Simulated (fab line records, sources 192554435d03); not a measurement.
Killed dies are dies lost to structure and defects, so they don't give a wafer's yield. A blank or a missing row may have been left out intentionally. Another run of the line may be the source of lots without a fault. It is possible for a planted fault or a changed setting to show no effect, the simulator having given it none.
Chamber matching ; flow n5Finfet ; N5_BEOL_M1_ETCH_64 on rieDiel-01 has 4 sister chambers
The step etches SOC in N2/H2, target depth 75 nm, overetch 15 nm, time 112.5 s. 14 wafers are shown with their chamber, then 7 later ones without.

## EACH WAFER AND ITS CHAMBER
wafer;chamber;showerheadPlenumPTorr (Torr);throttleValvePct (%);oesProductAu (a.u.)
L074.3;1;2.65;17.31;0.63
L074.4;2;2.44;17.64;0.59
L074.5;3;2.64;17.81;0.59
L075.2;0;2.70;17.81;0.66
L075.5;0;2.70;17.80;0.67
L075.6;3;2.64;17.82;0.58
L079.3;1;2.65;17.31;0.62
L079.4;2;2.44;17.66;0.58
L079.6;1;2.65;17.31;0.62
L086.1;2;2.43;17.66;0.58
L086.3;1;2.64;17.34;0.61
L086.5;3;2.63;17.86;0.58
L092.2;3;2.62;17.87;0.56
L092.3;2;2.43;17.68;0.58

SIGNATURES (averages over the wafers above)
reading;chamber 0;chamber 1;chamber 2;chamber 3;scatter within a chamber
showerheadPlenumPTorr;2.7000;2.6475;2.4350;2.6325;0.00671
throttleValvePct;17.8050;17.3175;17.6600;17.8400;0.0203
oesProductAu;0.6650;0.6200;0.5825;0.5775;0.00894
Rule: a wafer lies at a distance from a chamber equal to the root of the sum of squares, over the readings, of (its reading less the chamber's mean, divided by the reading's scatter). If the next closest chamber is less than 2 further off than the closest, the wafer can't be placed; otherwise it belongs to the closest. The scatter: take each reading less its chamber's mean, square it, sum over the shown wafers, divide by the number of wafers less the number of chambers, and take the root.

## WAFERS WHOSE CHAMBER IS MISSING
wafer;showerheadPlenumPTorr (Torr);throttleValvePct (%);oesProductAu (a.u.)
L092.4;2.68;17.87;0.64
L094.2;2.68;17.85;0.64
L094.3;2.43;17.69;0.57
L094.5;2.68;17.86;0.64
L097.1;2.68;17.89;0.63
L097.3;2.43;17.70;0.57
L097.5;2.68;17.88;0.64

## THE CHAMBER EACH PASSED THROUGH
wafer;from the rows above;in truth
L092.4;0;0
L094.2;0;0
L094.3;2;2
L094.5;0;0
L097.1;0;0
L097.3;2;2
L097.5;0;0
Correct placement for 7 of the 7. Not placeable from these rows: 0. Placed wrongly: 0.
